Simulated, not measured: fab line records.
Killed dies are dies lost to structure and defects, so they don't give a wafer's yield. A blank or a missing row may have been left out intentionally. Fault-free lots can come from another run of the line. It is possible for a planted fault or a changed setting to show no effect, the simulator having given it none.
A single fault, viewed from 2 desks + flow n5-finfet + numbers are kept per desk, each desk with only its own; the story behind them comes last

== THE TOOL OWNER'S DESK: rie-diel-02 ==
The tool's own readings at N5_BEOL_M9_ETCH_76 (etches underlayer in N2/H2, target depth 6.5 nm, time 5.2 s): means of the sampled wafers that have a number, for each lot that ran on this tool. A lot is out of limits, marked OUT, if its mean lies more than 4 standard deviations from the usual mean; the brackets give that distance.
Columns: A = bias-w at N5_BEOL_M9_ETCH_76, usual 150.0 W; B = drypump-motor-current-A at N5_BEOL_M9_ETCH_76, usual 5.8 A; C = etch-rf-on-time-s at N5_BEOL_M9_ETCH_76, usual 5.19 s; D = oes-product-au at N5_BEOL_M9_ETCH_76, usual 0.65 a.u.; E = rf-vpp-V at N5_BEOL_M9_ETCH_76, usual 523.8 V; F = showerhead-plenum-p-Torr at N5_BEOL_M9_ETCH_76, usual 2.53 Torr; G = throttle-valve-pct at N5_BEOL_M9_ETCH_76, usual 17.95 %
| lot  | first seen here | A     | B   | C               | D    | E     | F    | G     |
|------|-----------------|-------|-----|-----------------|------|-------|------|-------|
| L161 | day 9 18:32     | 150.3 | 6.0 | 5.16            | 0.65 | 525.5 | 2.59 | 17.91 |
| L163 | day 10 06:35    | 150.2 | 5.6 | 5.11            | 0.68 | 524.3 | 2.56 | 17.92 |
| L171 | day 12 03:41    | 150.1 | 5.5 | 5.14            | 0.69 | 525.8 | 2.64 | 17.99 |
| L170 | day 12 05:43    | 149.9 | 5.6 | 5.21            | 0.64 | 524.9 | 2.57 | 17.95 |
| L172 | day 12 18:51    | 150.3 | 5.9 | 5.61 (+4.9) OUT | 0.60 | 524.3 | 2.53 | 17.90 |
| L174 | day 13 11:29    | 149.9 | 5.8 | 6.01 (+9.6) OUT | 0.63 | 526.4 | 2.60 | 17.96 |
This desk's verdict: out of limits on L172, L174, starting with L172 at day 12 18:51 (etch-rf-on-time-s at N5_BEOL_M9_ETCH_76). L161, L163, L171, L170 stayed within limits.

== THE DEFECT DESK ==
Counts from the inspections along the route, per lot, as means over the sampled wafers that have a number. A lot is out of limits, marked OUT, if its mean lies more than 4 standard deviations from the usual mean; the brackets give that distance.
Columns: A = raw-defect-count at N5_BEOL_M9_INSPECT_30, usual 415
| lot  | first seen here | A   |
|------|-----------------|-----|
| L160 | day 9 07:39     | 343 |
| L161 | day 9 18:27     | 235 |
| L162 | day 9 23:16     | 517 |
| L163 | day 10 06:31    | 525 |
| L164 | day 10 07:01    | 329 |
| L171 | day 12 03:34    | 461 |
| L170 | day 12 05:22    | 362 |
| L172 | day 12 18:47    | 337 |
| L173 | day 13 07:58    | 509 |
| L174 | day 13 11:20    | 388 |
Finding of this desk: none of the 10 lots has anything out of limits.

== ALL TOGETHER ==
The tool owner's desk had the chance to raise an alarm at day 12 18:51 on L172, L174.
Nothing the defect desk looked at was out of limits.
The defect desk has L172, L174 on record, within its limits.
Of the lots named, all ran N5_BEOL_M9_ETCH_76 on rie-diel-02.

== WHAT WAS PUT IN BY THE SIMULATOR ==
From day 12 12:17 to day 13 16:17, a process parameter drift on rie-diel-02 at N5_BEOL_M9_ETCH_76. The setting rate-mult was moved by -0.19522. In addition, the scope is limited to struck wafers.
Lots struck among those shown: L172, L174.
How many hours passed from the start of the fault until each desk's first out-of-limits reading: the tool owner's desk, 7.
